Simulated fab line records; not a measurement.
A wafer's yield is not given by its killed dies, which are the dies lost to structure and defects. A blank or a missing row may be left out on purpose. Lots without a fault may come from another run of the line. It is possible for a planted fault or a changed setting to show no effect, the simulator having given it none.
Commonality check across tools ; flow nand_harc ; 3 lots, 9 wafers sampled

## WHAT PROMPTED THE OPENING
At NHARC_END_SORT_01 the reading killed_dies is flagged on 3 of 3 lots. No-fault wafers: 32, standard deviation 9.
Rule: flag the lot when none of its wafers has a number, or when each of its wafers that has one lies beyond 4 standard deviations from that mean. The other lots count as sound.

lot;measured;on;killed_dies, wafer by wafer;flag
L817;day 21 15:29;prober-02;677 677 677;FLAGGED
L818;day 22 07:00;prober-01;677 677 677;FLAGGED
L821;day 22 08:38;prober-02;677 677 677;FLAGGED
The numbers of the flagged lots are 677 on average: +645 against the usual, or +72 standard deviations.

## EACH LOT AND THE TOOL IT RAN ON
The record holds 1 process step before the reading, out of a route of 1159 steps. In each cell: the tool, then ch and the chambers that the sampled wafers went through, then the start.
lot;flag;NHARC_A_ONON_D1_DEP_16
L817;FLAGGED;pecvd_onon-01, day 9 18:20
L818;FLAGGED;pecvd_onon-02, day 10 08:01
L821;FLAGGED;pecvd_onon-02, day 11 01:17
What the steps here do:
- NHARC_A_ONON_D1_DEP_16: target thk 1000 nm.
- NHARC_END_SORT_01

## FLAGGED OVER TOTAL, TOOL BY TOOL (the gauges that took the reading come last)
step;tool;lots run;flagged;share of the flagged lots;sound lots run after its first flagged lot
NHARC_A_ONON_D1_DEP_16;pecvd_onon-01;1;1;some;0
NHARC_A_ONON_D1_DEP_16;pecvd_onon-02;2;2;some;0
NHARC_END_SORT_01;prober-01;1;1;some;0
NHARC_END_SORT_01;prober-02;2;2;some;0

## THE TABLE: WHAT IT ALLOWS
No row of the table ran every flagged lot.

## WHAT THE SIMULATOR HAD PUT IN
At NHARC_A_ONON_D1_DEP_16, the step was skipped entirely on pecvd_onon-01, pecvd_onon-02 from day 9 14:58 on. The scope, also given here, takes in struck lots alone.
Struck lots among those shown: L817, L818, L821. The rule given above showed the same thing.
